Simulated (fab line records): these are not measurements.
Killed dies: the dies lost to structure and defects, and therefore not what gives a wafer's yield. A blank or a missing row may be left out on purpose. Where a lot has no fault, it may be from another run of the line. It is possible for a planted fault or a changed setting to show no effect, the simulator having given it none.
Comparing a struck lot with a sound one	flow n5Finfet	23 steps out of a route of 1938
Sound: these wafers, L556.1, L556.2, L556.6. Struck: wafers L545.1, L545.3, L545.4. Last of all comes the cause.
Order at every step that has rows: each side's tool, ch and its chambers, its first start. Under that, the readings that differ: sound wafers	struck wafers	difference of the means	sigmas: that difference in standard deviations of wafers without a fault.
alike: readings whose means differ by less than 2 such deviations, and words and numbers that are the same on both sides. not compared: withheld readings, readings that some wafer has no value for, bounds like >300 that may hide the same value, and numbers for which the record gives no deviation and whose values overlap.
A row with sigmas, a row that says differs or no value, or rows on one side alone: a step with any of these is where the two part. Non-overlapping numbers with no deviation appear without sigmas and do not part them. A reading missing from all wafers of one side parts the sides only when that side holds two or more wafers.

first, 10 steps without rows for these wafers: N5_DUMMY_GATE_STRIP_48 (strips in N2/H2, time 20 s); N5_DUMMY_GATE_PRECLEAN_33 (cleans in dHF, time 10 s); N5_DUMMY_GATE_PRECLEAN_25 (cleans in O3/DIW, time 45 s); N5_DUMMY_GATE_PRECLEAN_51 (cleans in SC2, time 45 s); N5_DUMMY_GATE_SRD_26 (time 30 s); N5_DUMMY_GATE_UV_OZONE_45 (time 120 s); N5_SPACER0_ALD_07 (deposits SiNx, target thk 2 nm); N5_SPACER0_ALD_00 (deposits SiOCN, target thk 3.5 nm, pulse time 3 s, purge time 2 s); N5_SPACER0_ALD_08 (deposits SiNx, target thk 2 nm); N5_SD_EPI_N_COAT_32 (time 60 s, resist thk 350 nm).
N5_SD_EPI_N_COAT_33: time 60 s, resist thk 35 nm.
  sound on lithoTrack-05 ch 0, day 8 18:58; struck on lithoTrack-05 ch 0, day 6 07:08
reading	sound	struck	difference	sigmas
spinSpeedRpm (rpm)	1498.8 1499.5 1499.9	1435.9 1435.1 1434.6	-64.2	-70
model.SiARC_of_SD_EPI_N_COAT_33.thkNm (nm)	35.2 35 35	35.6 35.6 35.6	+0.5	
  alike: plateTempC, resistLineTempC
then, 7 steps without rows for these wafers: N5_SD_EPI_N_COAT_03 (resist thk 150 nm); N5_SD_EPI_N_EBR_05; N5_SD_EPI_N_SOFTBAKE_04 (time 60 s); N5_SD_EPI_N_EXPOSE_06 (exposes mask SD N BLK, target cd 120 nm); N5_SD_EPI_N_PEB_07 (peb time 60 s); N5_SD_EPI_N_DEVELOP_08 (develop time 30 s); N5_SD_EPI_N_DESCUM_14 (chemistry O2, time 7.9 s).
N5_SD_EPI_N_ETCH_34: etches SiARC in CF4, target depth 45.5 nm, time 75.8 s.
  sound on rieDiel-02 ch 0,1,3, day 8 19:20; struck on rieDiel-04 ch 0,1,2, day 6 07:30
reading	sound	struck	difference	sigmas
model.etch.depthNm (nm)	35.12 35.09 35.05	35.59 35.57 35.53	+0.48	
  alike: biasW, drypumpMotorCurrentA, etchRfOnTimeS, oesProductAu, rfVppV, showerheadPlenumPTorr, throttleValvePct
  not compared: rfHoursCounterH, model.CAR-ArF-block_of_SD_EPI_N_COAT_03.thkNm
N5_SD_EPI_N_ETCH_35: etches SOC in N2/H2, overetch 108 nm, time 486 s.
  sound on rieDiel-02 ch 0,1,3, day 8 19:23; struck on rieDiel-04 ch 0,1,2, day 6 07:33
  alike: biasW, drypumpMotorCurrentA, oesProductAu, rfVppV, showerheadPlenumPTorr, throttleValvePct
  not compared: rfHoursCounterH, model.SiARC_of_SD_EPI_N_COAT_33.thkNm
then, 1 step without rows for these wafers: N5_SD_EPI_N_STRIP_36 (strips in N2/H2).
-- a jump in the record: the struck wafers' starts before and after are 5 days apart (it breaks off in module SD_EPI_N and resumes in module BEOL_M4, where the first step shown is number 1111 of the route) --
N5_BEOL_M4_RC_MEAS_101:
  sound on prober-01 ch 0, day 14 15:51; struck on prober-01 ch 0, day 11 17:31
reading	sound	struck	difference	sigmas
DIBL_P (mV/V)	41.3 35.8 40.7	34.5 33.8 35.3	-4.7	-2
  alike: DIBL_N, IOFF_N, IOFF_P, ION_N, ION_P, SS_N, SS_P, VT_N, VT_P
-- a jump in the record: the struck wafers' starts before and after are 5 days apart (it breaks off in module BEOL_M4 and resumes in module PASSIVATION, where the first step shown is number 1936 of the route) --
N5_PASSIVATION_PROBE_49:
  rows exist in the record for the struck wafers here (prober-02, day 16 17:03), but not for the sound ones

## WHERE THEY PART
Last at N5_PASSIVATION_PROBE_49 as far as this record goes, first at N5_SD_EPI_N_COAT_33.

WHY: what the simulator had put in
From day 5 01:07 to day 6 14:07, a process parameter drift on lithoTrack-05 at N5_SD_EPI_N_COAT_33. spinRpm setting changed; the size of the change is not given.
